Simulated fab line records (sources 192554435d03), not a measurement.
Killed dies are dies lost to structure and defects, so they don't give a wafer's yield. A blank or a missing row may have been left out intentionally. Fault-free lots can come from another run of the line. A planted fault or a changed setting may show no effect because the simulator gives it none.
Chamber matching / flow n5_finfet / N5_BEOL_M2_PECVD_72 on pecvd-01: 3 sister chambers
The step deposits SiO2 from TEOS/O2, target thk 16 nm, time 18 s. 6 wafers are shown with their chamber, then 8 later ones without.

== WAFERS PAIRED WITH THEIR CHAMBERS ==
wafer=L079.2; chamber=2; throttle_valve_pct (%)=21.6; heater_power_w (W)=995
wafer=L079.3; chamber=1; throttle_valve_pct (%)=23.0; heater_power_w (W)=744
wafer=L080.1; chamber=2; throttle_valve_pct (%)=21.4; heater_power_w (W)=948
wafer=L080.3; chamber=1; throttle_valve_pct (%)=22.9; heater_power_w (W)=722
wafer=L080.5; chamber=0; throttle_valve_pct (%)=21.8; heater_power_w (W)=675
wafer=L085.1; chamber=0; throttle_valve_pct (%)=22.0; heater_power_w (W)=621

== WAFERS WITH NO CHAMBER GIVEN ==
wafer=L085.4; throttle_valve_pct (%)=21.6; heater_power_w (W)=959
wafer=L085.6; throttle_valve_pct (%)=23.0; heater_power_w (W)=787
wafer=L088.1; throttle_valve_pct (%)=22.8; heater_power_w (W)=769
wafer=L088.2; throttle_valve_pct (%)=21.6; heater_power_w (W)=1012
wafer=L088.6; throttle_valve_pct (%)=21.9; heater_power_w (W)=711
wafer=L093.3; throttle_valve_pct (%)=22.8; heater_power_w (W)=684
wafer=L093.4; throttle_valve_pct (%)=23.0; heater_power_w (W)=687
wafer=L093.6; throttle_valve_pct (%)=21.5; heater_power_w (W)=621

== THE CHAMBER EACH PASSED THROUGH ==
wafer=L085.4; from the rows above=2; in truth=2
wafer=L085.6; from the rows above=1; in truth=1
wafer=L088.1; from the rows above=1; in truth=1
wafer=L088.2; from the rows above=2; in truth=2
wafer=L088.6; from the rows above=0; in truth=0
wafer=L093.3; from the rows above=1; in truth=1
wafer=L093.4; from the rows above=1; in truth=1
wafer=L093.6; from the rows above=0; in truth=0
Correctly placed: 8 of 8. Not placeable from these rows: 0. Number placed wrongly: 0.
How it was worked out, from the rows above alone: a wafer's distance from a chamber is the root of the sum, over the readings, of the square of ((its reading less the chamber's mean) divided by the reading's scatter). The wafer belongs to the nearest chamber; if the next one is less than 2 further off, it can't be placed. A chamber's mean is the mean of its shown wafers. The scatter is the square root of a quotient: the sum, over the shown wafers, of each reading's squared deviation from its chamber's mean, divided by wafers minus chambers.
